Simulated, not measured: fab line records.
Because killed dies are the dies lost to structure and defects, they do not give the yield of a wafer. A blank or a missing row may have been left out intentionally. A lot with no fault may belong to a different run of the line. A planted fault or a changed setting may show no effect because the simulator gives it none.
Problem report, 8D (eight disciplines) form, completed by code || flow nand_harc || the parts of the form that need people (team, actions taken, sign-off) are left out

== 1. THE PROBLEM ==
At NHARC_END_SORT_01, killed_at_array averages 116 over 6 wafers from 2 lots, while fault-free wafers read 29, standard deviation 11. That puts it +8.0 standard deviations away from the usual mean.
Earliest sighting: wafer L616.2 on prober-01 at day 24 20:20. The record has a number at this step for 21 wafers belonging to 7 lots. Rule for "out", or "out of limits": more than 4 standard deviations from the usual mean. Any other wafer with a number is counted as sound.

== 2. WHAT THIS IS AND IS NOT ==
{"question": "which readings at this step", "is": "killed_at_array, killed_dies", "is not": "killed_at_other, killed_at_periphery, killed_open, killed_short"}
{"question": "which lots", "is": "L616, L617", "is not": "L603, L605, L606, L607, L608"}
{"question": "which wafers of those lots", "is": "all that have a number", "is not": "-"}
{"question": "read on which gauges", "is": "prober-01", "is not": "prober-02"}
{"question": "when", "is": "from day 24 20:20", "is not": "up to then (15 sound wafers)"}

== 3. WHAT RULES OUT EACH SUSPECT ==
Counting: a tool at a process step up to the reading stays a suspect if it ran every lot that is out and no sound lot after the first of them.
- the gauge at NHARC_END_SORT_01: kept. All the wafers that are out were read on prober-01, and no step on other tools shows them out.
- ald_hk-02 at NHARC_A_STAIRCASE_ALD_420 (deposits SiO2, target thk 20 nm, pulse time 6 s, ald cycles 200): kept. It ran every lot that is out, first L617 (day 17 16:49), and no sound lot after that; its last sound lot up to then is L605 (day 15 20:52).
The count leaves prober-01 at NHARC_END_SORT_01 and ald_hk-02 at NHARC_A_STAIRCASE_ALD_420.

== 4. THE CAUSE (what the simulator had put in) ==
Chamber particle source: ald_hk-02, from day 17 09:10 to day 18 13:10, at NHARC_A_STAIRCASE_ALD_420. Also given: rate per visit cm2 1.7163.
This tool is one of the 2 suspects left after counting.

== 5. THE EFFECT CHAIN, in route order ==
Rows list readings where the struck wafers' mean (over those with a number) sits beyond 3 standard deviations from the usual. Scope: only readings with a usual standard deviation given in the record; hours: median across lots of the time from each lot's start at the first step in this table that gives one to its start at this step; sigmas: change in usual standard deviations.
{"hours": 0, "step": "NHARC_END_SORT_01", "reading": "killed_at_array", "usual": 29, "on struck wafers": 116, "change": "+88", "sigmas": "+8.0"}
{"hours": 0, "step": "NHARC_END_SORT_01", "reading": "killed_dies", "usual": 33, "on struck wafers": 119, "change": "+86", "sigmas": "+7.8"}

== 6. HOW IT WOULD HAVE BEEN CAUGHT EARLIER ==
In this record the first reading out of limits at a measuring or inspecting step was taken at day 24 20:20, 179 hours after the fault began at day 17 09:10.
Of the tool readings at NHARC_A_STAIRCASE_ALD_420 for which the record gives a usual standard deviation, none was out on any struck wafer, so an alarm limit of 4 standard deviations on them would not have fired.
Lots out: 2; all had begun NHARC_A_STAIRCASE_ALD_420 on ald_hk-02 by day 24 20:20. Tool hold at that time: it would have spared none of them.
